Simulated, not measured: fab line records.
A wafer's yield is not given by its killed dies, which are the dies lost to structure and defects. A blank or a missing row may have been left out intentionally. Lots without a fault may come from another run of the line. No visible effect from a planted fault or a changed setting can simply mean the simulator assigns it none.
Matching of chambers + flow nand-harc + NHARC_A_CONTACT_ETCH_92 on rie-diel-03 has 4 sister chambers
The step etches the open film in CH3F/O2, target depth 40 nm, time 85.7 s. 4 wafers are shown with their chamber, then 12 later ones without.

## WAFERS WITH THEIR CHAMBER
| wafer  | chamber | drypump-motor-current-A (A) |
|--------|---------|-----------------------------|
| L080.6 | 0       | 5.3                         |
| L086.1 | 2       | 6.3                         |
| L086.3 | 3       | 5.9                         |
| L086.6 | 1       | 5.4                         |

## WAFERS MISSING THEIR CHAMBER
| wafer  | drypump-motor-current-A (A) |
|--------|-----------------------------|
| L085.1 | 6.3                         |
| L085.2 | 5.9                         |
| L085.5 | 6.2                         |
| L091.1 | 5.9                         |
| L091.3 | 6.3                         |
| L091.4 | 5.3                         |
| L092.2 | 5.3                         |
| L092.3 | 5.4                         |
| L092.6 | 5.4                         |
| L097.2 | 6.3                         |
| L097.3 | 5.3                         |
| L097.5 | 5.4                         |

## WHICH CHAMBER EACH ONE RAN IN
| wafer  | from the rows above | in truth |
|--------|---------------------|----------|
| L085.1 | 2                   | 2        |
| L085.2 | 3                   | 3        |
| L085.5 | 2                   | 2        |
| L091.1 | 3                   | 3        |
| L091.3 | 2                   | 2        |
| L091.4 | 0                   | 0        |
| L092.2 | 0                   | 0        |
| L092.3 | 1                   | 1        |
| L092.6 | 1                   | 1        |
| L097.2 | 2                   | 2        |
| L097.3 | 0                   | 0        |
| L097.5 | 1                   | 1        |
Correctly placed: 12 of 12. From these rows, 0 cannot be placed. 0 placed wrongly.
How it was worked out, from the rows above alone: a wafer's distance from a chamber is the root of the sum, over the readings, of the square of ((its reading less the chamber's mean) divided by the reading's scatter). The wafer belongs to the nearest chamber; if the next one is less than 2 further off, it can't be placed. Each chamber's mean is taken over the wafers shown for it. The scatter (one wafer shown for each chamber): square how far every hidden wafer sits from the nearest shown wafer, average those squares and take the square root.
